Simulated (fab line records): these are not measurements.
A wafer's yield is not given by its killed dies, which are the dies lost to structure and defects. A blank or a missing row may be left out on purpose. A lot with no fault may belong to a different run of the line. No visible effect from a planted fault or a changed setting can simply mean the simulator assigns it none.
fab line records -- flow n5Finfet
record lots=11, wafers=33, lastDay=19
route steps=1938 shown BEOL_M4@1098 BEOL_M5@1126 PASSIVATION@1936
lots that met no fault: from a run of the same line without faults
startH: hours from the record's first day to the start of the lot's first wafer shown -- waitH: how many hours have passed since the lot's step before this one -- " as in the row above -- L1.1+2: one row covering several wafers at once -- - no value, or no start given -- * or withheld: withheld -- < > ~ a bound
route shown NAME@n: a module of which the file shows steps, and the number in the route of the first -- usual: mean/standard deviation taken from wafers without a fault -- same: alike in all rows -- chamber/n: place in a boat -- sites: the reading at each site -- _std_site: the standard deviation of these -- _edge_site: the outer-site mean with the inner-site mean subtracted -- radiusMm: how far each site lies from the wafer's centre -- mask NAME#n: copy n -- behind: tool/chamber where the wafer was last shaped -- hold: why the lot was held/for how many hours/how that ended -- device: names the non-switching transistor (n, p or np) -- end of line: tests of these same wafers at the route's end -- a step given without rows: its recipe and nothing more -- killed: at the first sort, the dies lost to defects and structure; wafer yield is something else -- map: a wafer's dies, x killed, . not, _ none there
set.NAME: the setting that was run; set.NAME@STEP: the one run at that earlier step -- model.NAME: the simulator's own value behind a step, which no gauge read
one table for each step of the route and one row for each wafer, over a sample of lots
services: when a tool's chamber went out of use (startH, in hours from the record's first day, below 0 if earlier), for how many hours, and the reason
## steps
# step N5_BEOL_M4_SPUTTER_94
# recipe material=Cu, targetThkA=45, tempC=-20, chamberPressurePa=0.07, powerW=withheld, timeS=8.29
# usual throttleValvePct=30.3/0.85
lot.wafer,tool,chamber,startH,waitH,throttleValvePct
L786.2,pvdSputter-02,-,196.99,0.1,30.0
L786.3,pvdSputter-02,-,196.99,0.1,29.6
L786.5,pvdSputter-02,-,196.99,0.1,28.7
L789.2,pvdSputter-02,-,202.71,0.1,29.4
L789.4,pvdSputter-02,-,202.71,0.1,29.1
L789.6,pvdSputter-02,-,202.71,0.1,30.1
L790.2,pvdSputter-01,-,220.44,0.1,30.8
L790.3,pvdSputter-01,-,220.44,0.1,30.3
L790.5,pvdSputter-01,-,220.44,0.1,31.1
L792.3,pvdSputter-01,-,227.79,0.1,30.7
L792.5,pvdSputter-01,-,227.79,0.1,30.2
L792.6,pvdSputter-01,-,227.79,0.1,30.6
L795.1,pvdSputter-02,-,247.83,0.1,30.0
L795.3,pvdSputter-02,-,247.83,0.1,29.8
L795.5,pvdSputter-02,-,247.83,0.1,29.3
L796.2,pvdSputter-01,-,255.62,0.1,30.7
L796.4,pvdSputter-01,-,255.62,0.1,31.0
L796.6,pvdSputter-01,-,255.62,0.1,30.5
L797.1,pvdSputter-03,-,263.22,0.1,32.3
L797.4,pvdSputter-03,-,263.22,0.1,29.3
L797.5,pvdSputter-03,-,263.22,0.1,31.9
L802.1,pvdSputter-03,-,288.30,0.1,32.4
L802.3,pvdSputter-03,-,288.30,0.1,31.5
L802.6,pvdSputter-03,-,288.30,0.1,31.6
L806.2,pvdSputter-01,-,314.00,0.1,30.3
L806.5,pvdSputter-01,-,314.00,0.1,30.2
L806.6,pvdSputter-01,-,314.00,0.1,30.5
L808.1,pvdSputter-01,-,326.33,0.1,29.9
L808.3,pvdSputter-01,-,326.33,0.1,30.6
L808.4,pvdSputter-01,-,326.33,0.1,30.5
L809.2,pvdSputter-01,-,340.86,0.1,30.2
L809.3,pvdSputter-01,-,340.86,0.1,30.1
L809.5,pvdSputter-01,-,340.86,0.1,31.0
# step N5_BEOL_M5_CD_MEAS_11
# recipe targetCdNm=27.74, landingEnergyEv=500, detector=seInlens
# usual cdNm=28.03/0.23
# same landingEnergyEv=500
lot.wafer,tool,chamber,startH,waitH,cdNm
L786.2,cdSem-03,0,200.68,-,28.21
L786.3,cdSem-03,0,200.68,-,27.89
L786.5,cdSem-03,0,200.68,-,28.32
L789.2,cdSem-01,0,209.04,-,28.39
L789.4,cdSem-01,0,209.04,-,28.23
L789.6,cdSem-01,0,209.04,-,28.19
L790.2,cdSem-03,0,225.05,-,27.84
L790.3,cdSem-03,0,225.05,-,28.29
L790.5,cdSem-03,0,225.05,-,28.04
L792.3,cdSem-01,0,231.23,-,27.96
L792.5,cdSem-01,0,231.23,-,28.23
L792.6,cdSem-01,0,231.23,-,28.06
L795.1,cdSem-01,0,253.45,-,27.91
L795.3,cdSem-01,0,253.45,-,28.09
L795.5,cdSem-01,0,253.45,-,28.20
L796.2,cdSem-01,0,260.03,-,27.81
L796.4,cdSem-01,0,260.03,-,28.28
L796.6,cdSem-01,0,260.03,-,27.91
L797.1,cdSem-03,0,269.54,-,28.19
L797.4,cdSem-03,0,269.54,-,27.98
L797.5,cdSem-03,0,269.54,-,28.22
L802.1,cdSem-03,0,292.70,-,28.25
L802.3,cdSem-03,0,292.70,-,28.48
L802.6,cdSem-03,0,292.70,-,28.39
L806.2,cdSem-02,0,317.36,-,28.07
L806.5,cdSem-02,0,317.36,-,28.16
L806.6,cdSem-02,0,317.36,-,27.92
L808.1,cdSem-02,0,332.05,-,28.10
L808.3,cdSem-02,0,332.05,-,27.96
L808.4,cdSem-02,0,332.05,-,28.25
L809.2,cdSem-01,0,345.01,-,28.03
L809.3,cdSem-01,0,345.01,-,27.92
L809.5,cdSem-01,0,345.01,-,27.77
# step N5_BEOL_M5_ETCH_72
# recipe chemistry=N2/H2, target=underlayer, targetDepthA=65, maskMaterial=CAR-EUV, timeS=5.2, ionEnergyEv=200, pressureMtorr=30, sourceW=840, biasW=150, n2FlowSccm=200, h2FlowSccm=200, ends=cleared
# usual biasW=149.9/0.44, drypumpMotorCurrentA=5.7/0.67, etchRfOnTimeS=5.17/0.09, oesProductAu=0.69/0.061, rfVppV=523.6/2.5, showerheadPlenumPTorr=2.53/0.076, throttleValvePct=17.83/0.21
lot.wafer,tool,chamber,startH,waitH,biasW,drypumpMotorCurrentA,etchRfOnTimeS,oesProductAu,rfHoursCounterH,rfVppV,showerheadPlenumPTorr,throttleValvePct
L786.2,rieDiel-01,0,200.84,0.0,149.8,5.4,5.17,0.72,73,524.2,2.58,17.71
L786.3,rieDiel-01,3,200.84,0.0,149.9,5.4,5.04,0.80,8,523.7,2.49,17.40
L786.5,rieDiel-01,3,200.84,0.0,149.3,5.4,5.04,0.80,-,522.9,2.49,17.45
L789.2,rieDiel-01,2,209.44,0.0,150.1,4.9,5.17,0.64,152,523.1,2.44,17.87
L789.4,rieDiel-01,3,209.44,0.0,150.6,5.4,5.05,0.78,11,524.4,2.49,17.44
L789.6,rieDiel-01,1,209.44,0.0,150.1,6.8,5.21,0.70,-,524.7,2.57,17.76
L790.2,rieDiel-06,3,225.54,0.0,150.0,5.1,5.35,0.59,214,519.5,2.41,18.24
L790.3,rieDiel-06,0,225.54,0.0,150.7,6.2,5.15,0.76,38,525.4,2.60,17.70
L790.5,rieDiel-06,2,225.54,0.0,150.6,6.6,5.06,0.79,-,528.1,2.60,17.92
L792.3,rieDiel-01,0,232.00,0.0,149.2,5.4,5.22,0.69,83,522.0,2.58,17.71
L792.5,rieDiel-01,0,232.00,0.0,149.7,5.4,5.18,0.71,-,524.3,2.58,17.72
L792.6,rieDiel-01,3,232.00,0.0,149.4,5.4,5.12,0.76,-,525.0,2.49,17.49
L795.1,rieDiel-06,2,253.60,0.0,150.1,6.6,5.12,0.77,30,526.7,2.59,17.92
L795.3,rieDiel-06,3,253.60,0.0,150.0,5.1,5.36,0.59,225,518.9,2.41,18.28
L795.5,rieDiel-06,0,253.60,0.0,149.3,6.2,5.22,0.72,-,525.0,2.59,17.72
L796.2,rieDiel-01,1,260.19,0.0,150.3,6.8,5.18,0.67,104,524.3,2.56,17.85
L796.4,rieDiel-01,2,260.19,0.0,150.5,4.9,5.17,0.64,166,519.2,2.43,17.92
L796.6,rieDiel-01,1,260.19,0.0,149.4,6.8,5.19,0.68,-,525.4,2.56,17.82
L797.1,rieDiel-01,1,269.69,0.0,150.1,6.8,5.30,0.67,109,522.4,2.56,17.83
L797.4,rieDiel-01,1,269.69,0.0,150.6,6.8,5.27,0.67,-,523.6,2.56,17.84
L797.5,rieDiel-01,0,269.69,0.0,149.9,5.5,5.27,0.68,-,526.2,2.57,17.75
L802.1,rieDiel-01,2,292.86,0.0,149.7,4.9,5.20,0.63,177,518.7,2.43,17.93
L802.3,rieDiel-01,3,292.86,0.0,193.1,5.4,4.44,0.80,36,610.7,2.48,17.49
L802.6,rieDiel-01,1,292.86,0.0,150.4,6.8,5.18,0.67,-,523.1,2.56,17.86
L806.2,rieDiel-06,0,317.53,0.0,149.9,6.3,5.15,0.71,69,524.0,2.58,17.74
L806.5,rieDiel-06,2,317.53,0.0,150.1,6.6,5.08,0.74,-,524.9,2.58,17.96
L806.6,rieDiel-06,1,317.53,0.0,149.9,4.9,5.27,0.60,-,523.0,2.50,17.95
L808.1,rieDiel-04,0,332.21,0.0,150.7,5.3,5.20,0.75,57,528.3,2.69,17.64
L808.3,rieDiel-04,1,332.21,0.0,149.4,5.9,5.12,0.62,190,526.6,2.64,18.00
L808.4,rieDiel-04,2,332.21,0.0,149.8,6.2,5.25,0.62,174,520.9,2.43,18.14
L809.2,rieDiel-06,0,345.18,0.0,149.7,6.2,5.12,0.70,79,527.9,2.58,17.75
L809.3,rieDiel-06,2,345.18,0.0,149.4,6.6,5.02,0.73,58,526.5,2.58,17.95
L809.5,rieDiel-06,2,345.18,0.0,149.6,6.6,5.07,0.73,-,524.7,2.58,17.96
# step N5_BEOL_M5_CD_MEAS_18
# recipe pitchNm=56, targetCdNm=28
# usual cdNm=28.03/0.3
lot.wafer,tool,chamber,startH,waitH,cdNm
L786.2,cdSem-01,-,201.34,0.1,27.77
L786.3,cdSem-01,-,201.34,0.1,28.08
L786.5,cdSem-01,-,201.34,0.1,28.31
L789.2,cdSem-03,-,209.83,0.1,27.95
L789.4,cdSem-03,-,209.83,0.1,27.83
L789.6,cdSem-03,-,209.83,0.1,27.91
L790.2,cdSem-01,-,225.94,0.1,28.16
L790.3,cdSem-01,-,225.94,0.1,27.90
L790.5,cdSem-01,-,225.94,0.1,28.09
L792.3,cdSem-03,-,232.43,0.1,28.24
L792.5,cdSem-03,-,232.43,0.1,28.26
L792.6,cdSem-03,-,232.43,0.1,28.00
L795.1,cdSem-03,-,254.00,0.0,28.62
L795.3,cdSem-03,-,254.00,0.0,28.46
L795.5,cdSem-03,-,254.00,0.0,28.50
L796.2,cdSem-01,-,260.67,0.1,27.98
L796.4,cdSem-01,-,260.67,0.1,27.89
L796.6,cdSem-01,-,260.67,0.1,27.71
L797.1,cdSem-03,-,270.09,0.0,28.37
L797.4,cdSem-03,-,270.09,0.0,27.90
L797.5,cdSem-03,-,270.09,0.0,28.57
L802.1,cdSem-02,-,293.25,0.0,28.24
L802.3,cdSem-02,-,293.25,0.0,28.25
L802.6,cdSem-02,-,293.25,0.0,27.98
L806.2,cdSem-02,-,317.92,0.1,27.80
L806.5,cdSem-02,-,317.92,0.1,27.98
L806.6,cdSem-02,-,317.92,0.1,27.78
L808.1,cdSem-01,-,332.66,0.0,28.29
L808.3,cdSem-01,-,332.66,0.0,28.42
L808.4,cdSem-01,-,332.66,0.0,27.59
L809.2,cdSem-03,-,345.61,0.1,28.11
L809.3,cdSem-03,-,345.61,0.1,28.24
L809.5,cdSem-03,-,345.61,0.1,28.05
# step N5_PASSIVATION_PROBE_49
# usual defectLimitedYield=91.5/1.3, killed_at_M0_to_M3=33/10, killed_at_M4_up=13/4, killedAtContacts=12/6.3, killedAtFrontEnd=39/11, killedAtOther=3.4/2.6, killedDies=100/15, killedOnRim=13/4, killedOpen=65/11, killedShort=34/7.8, sort_bin_5_function=5.0/0.89, sort_bin_6_memory=3.2/0.58, sortNPass=1080/15, sortYieldPct=91.5/1.3
# same grossDies=1180, killedAtBackSide=0, sort_bin_4_leakage[%]=0, sort_bin_8_speed[%]=0
lot.wafer,tool,chamber,startH,waitH,defectLimitedYield[%],killed_at_M0_to_M3,killed_at_M4_up,killedAtContacts,killedAtFrontEnd,killedAtOther,killedDies,killedOnRim,killedOpen,killedShort,sort_bin_5_function[%],sort_bin_6_memory[%],sortNPass,sortYieldPct[%]
L790.2,prober-01,-,330.52,0.1,91.5,31,23,21,23,2,100,9,69,31,5.2,3.1,1080,91.5
L790.3,prober-01,-,330.57,0.1,89.2,41,14,34,32,6,127,15,91,33,6.4,3.8,1053,89.2
L790.5,prober-01,-,330.67,0.2,90.8,35,11,28,26,8,108,9,73,35,5.0,4.1,1072,90.8
L792.3,prober-01,-,342.20,0.1,93.8,24,8,9,30,2,73,6,41,31,3.4,2.5,1107,93.8
L792.5,prober-01,-,342.30,0.2,91.9,30,6,10,42,7,95,14,64,31,4.6,3.1,1085,91.9
L792.6,prober-01,-,342.35,0.3,91.9,25,5,13,48,4,95,10,60,35,5.1,2.9,1085,91.9
L795.1,prober-02,-,361.92,0.0,88.3,36,11,8,79,4,138,24,78,60,7.5,3.6,1042,88.3
L795.3,prober-02,-,362.02,0.1,89.7,38,15,22,41,6,122,23,75,42,5.0,4.5,1058,89.7
L795.5,prober-02,-,362.12,0.2,91.3,19,11,11,58,4,103,18,62,41,5.3,3.3,1077,91.3
# killed by level:class
L790.2 MOL_CONTACT_COAG:geometricParticle:open=18 BEOL_M3:geometricParticle:open=9 BEOL_M2:geometricParticle:open=6 BEOL_M4:geometricParticle:short=6 BEOL_M0_SAQP:geometricParticle:short=5 FIN_SAQP:geometricParticle:short=4 BEOL_M0:geometricParticle:open=4 BEOL_M5:geometricParticle:open=4
L790.3 MOL_CONTACT_COAG:geometricParticle:open=32 BEOL_M0_SAQP:geometricParticle:open=14 BEOL_M0_SAQP:geometricParticle:short=13 GATE_CUT:geometricParticle:short=11 BEOL_M2:geometricParticle:open=6 STARTING-WAFER:geometricParticle:open=6 DUMMY_GATE:geometricParticle:open=4 BEOL_M4:geometricParticle:open=4
L790.5 MOL_CONTACT_COAG:geometricParticle:open=23 BEOL_M0_SAQP:geometricParticle:short=8 STI_FIN_REVEAL:geometricParticle:open=7 BEOL_M0_SAQP:geometricParticle:open=6 MOL_CONTACT_COAG:geometricParticle:short=5 BEOL_M0:geometricParticle:open=5 BEOL_M1:geometricParticle:open=5 BEOL_M4:geometricParticle:open=5
L792.3 FIN_SAQP:geometricParticle:short=9 STI_FIN_REVEAL:geometricParticle:open=6 BEOL_M3:geometricParticle:open=6 MOL_CONTACT_COAG:geometricParticle:open=5 BEOL_M0_SAQP:geometricParticle:short=5 GATE_CUT:geometricParticle:short=4 MOL_CONTACT_COAG:geometricParticle:short=4 BEOL_M0_SAQP:geometricParticle:open=4
L792.5 STI_FIN_REVEAL:geometricParticle:open=15 BEOL_M1:geometricParticle:open=10 FIN_SAQP:geometricParticle:short=8 MOL_CONTACT_COAG:geometricParticle:open=8 BEOL_M0_SAQP:geometricParticle:short=7 FIN_SAQP:geometricParticle:open=5 BEOL_M2:geometricParticle:open=4 BEOL_M3:geometricParticle:open=4
L792.6 FIN_SAQP:geometricParticle:short=13 MOL_CONTACT_COAG:geometricParticle:open=11 STI_FIN_REVEAL:geometricParticle:open=9 BEOL_M2:geometricParticle:open=7 BEOL_M3:geometricParticle:open=7 FIN_SAQP:geometricParticle:open=6 DUMMY_GATE:geometricParticle:open=4 ILD0:geometricParticle:short=4
L795.1 FIN_SAQP:geometricParticle:short=25 FIN_SAQP:geometricParticle:open=13 BEOL_M3:geometricParticle:open=11 GATE_CUT:geometricParticle:open=11 GATE_CUT:geometricParticle:short=11 BEOL_M0_SAQP:geometricParticle:short=9 MOL_CONTACT_COAG:geometricParticle:open=8 STI_FIN_REVEAL:geometricParticle:open=7
L795.3 MOL_CONTACT_COAG:geometricParticle:open=21 FIN_SAQP:geometricParticle:short=12 BEOL_M0_SAQP:geometricParticle:short=12 BEOL_M2:geometricParticle:open=8 BEOL_M3:geometricParticle:open=8 FIN_SAQP:geometricParticle:open=7 BEOL_M0_SAQP:geometricParticle:open=5 STARTING-WAFER:geometricParticle:open=4
L795.5 FIN_SAQP:geometricParticle:open=20 FIN_SAQP:geometricParticle:short=11 MOL_CONTACT_COAG:geometricParticle:open=9 STARTING-WAFER:geometricParticle:short=5 GATE_CUT:geometricParticle:short=4 BEOL_M2:geometricParticle:open=4 BEOL_M3:geometricParticle:open=4 BEOL_M5:geometricParticle:open=4
## services
tool,chamber,startH,hours,kind
rieDiel-06,1,183.64,4.6,repair
pvdSputter-02,-,186.11,7.3,repair
rieDiel-01,0,196.72,1.8,repair
rieDiel-01,1,196.83,5.2,repair
rieDiel-06,-,213.84,2.8,pm
rieDiel-04,-,228.29,14.6,pm
rieDiel-01,2,247.70,9.1,repair
rieDiel-04,2,255.92,2.1,repair
rieDiel-01,3,261.33,9.2,repair
pvdSputter-01,-,283.92,0.7,repair
rieDiel-01,-,326.60,0.4,repair
rieDiel-06,3,333.41,3.6,repair
rieDiel-06,3,337.04,-,clean
rieDiel-06,3,337.04,-,consumableReplace:focusRing
rieDiel-06,3,337.04,-,consumableReplace:showerhead
rieDiel-06,3,337.04,15.9,scheduledDown
rieDiel-06,3,337.04,15.9,ventCycle
rieDiel-01,-,344.99,2.8,pm
## key
firstSign step=N5_BEOL_M5_ETCH_72, reading=biasW, direction=up, sigmas=99, usual=*, struck=*
effect step=N5_BEOL_M5_ETCH_72, reading=rfVppV, direction=up, sigmas=35, usual=523.6, struck=610.7
metAt N5_BEOL_M5_ETCH_72
struckLots L802
struckWafers L802.3
notActingAt N5_BEOL_M4_SPUTTER_94,N5_BEOL_M5_CD_MEAS_11,N5_BEOL_M5_CD_MEAS_18
onsetBetween 232.00 292.86
fault kind=processParameterDrift, tool=rieDiel-01, chamber=3, onsetH=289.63, steps=N5_BEOL_M5_ETCH_72, channel=biasW, offset=*, shape=step, actsIn=*, stated=*
